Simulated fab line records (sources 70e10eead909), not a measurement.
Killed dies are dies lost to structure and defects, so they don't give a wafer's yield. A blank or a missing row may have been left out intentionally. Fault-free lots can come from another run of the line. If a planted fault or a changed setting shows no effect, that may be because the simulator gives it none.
Problem report in the 8D (eight disciplines) form, filled by code | flow nandHarc | the parts of the form that need people (team, actions taken, sign-off) are left out

1. WHAT WENT WRONG
Wafers without a fault read 89.9 nm, standard deviation 0.57; cdNm at NHARC_P_M0_CD_MEAS_09 reads a mean of 106.5 nm on 6 wafers belonging to 2 lots. Relative to the usual mean, that is a shift of +29 standard deviations.
The step: target cd 90 nm.
The first sign was on wafer L894.2 at day 9 18:04, on cdSem-02. The record holds 33 wafers of 11 lots with a number at this step. Rule for "out" (also "out of limits"): further than 4 standard deviations from the usual mean. The other wafers with a number count as sound.

2. WHAT IT IS; WHAT IT IS NOT
question                    | is                     | is not
which readings at this step | cdNm                   | -
which lots                  | L894, L897             | L888, L890, L891, L892, L895, L903, L904, L906, L909
which wafers of those lots  | all that have a number | -
read on which gauges        | cdSem-02, cdSem-03     | cdSem-01
when                        | from day 9 18:04       | up to then (12 sound wafers); but 15 sound wafers of L895, L903, L904, L906, L909 came after

3. WHAT RULES OUT EACH SUSPECT
Counting: a tool stays on the suspect list if, at a process step up to the reading, it processed all lots that are out and no sound lot following the first of them.
- the gauge at NHARC_P_M0_CD_MEAS_09 is ruled out. Those wafers that are out were read across 2 gauges (cdSem-02, cdSem-03).
- lithoTrack-01 at NHARC_P_M0_PEB_07 (peb time 65 s): ruled out as a lasting fault. The sound lots L903, L909 went through it after L894, its earliest lot that is out (day 9 17:58).
Left after counting: nothing in the record.

4. THE CAUSE (what the simulator had put in)
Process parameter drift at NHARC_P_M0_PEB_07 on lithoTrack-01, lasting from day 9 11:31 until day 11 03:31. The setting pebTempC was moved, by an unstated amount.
The count ruled it out by mistake, since the rule takes a fault to strike every lot its tool runs from the start of the fault on, and this one did not do so.

5. THE CHAIN OF EFFECTS, in route order
Each row: a reading where the mean over the struck wafers with a number is more than 3 standard deviations away from the usual. Only readings for which the record gives a usual standard deviation are gone through. hours: the time from each lot's start at the first step in this table that gives one to its start at this step, as a median over the lots. sigmas: the change in usual standard deviations.
hours | step                  | reading           | usual    | on struck wafers | change | sigmas
0     | NHARC_P_M0_PEB_07     | heaterPowerTotalW | 156.6 W  | 169.1            | +12.5  | +31
0     | NHARC_P_M0_PEB_07     | plateTempC        | 100.00 C | 105.74           | +5.74  | +41
0     | NHARC_P_M0_CD_MEAS_09 | cdNm              | 89.9 nm  | 106.5            | +16.6  | +29
The process steps in it:
- NHARC_P_M0_PEB_07: peb time 65 s.
At these later measuring or inspecting steps, every struck wafer for which the step has a row has a number for every such reading, and none has moved that far: NHARC_END_SORT_01.

6. HOW IT WOULD HAVE BEEN CAUGHT EARLIER
Counted from the fault's start at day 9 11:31, it took 7 hours until the first out-of-limits reading at a measuring or inspecting step in this record, taken at day 9 18:04.
Tool's own readings at NHARC_P_M0_PEB_07, heaterPowerTotalW, plateTempC: out on all struck wafers the step has rows for; an alarm limit on them would have tripped on the first.
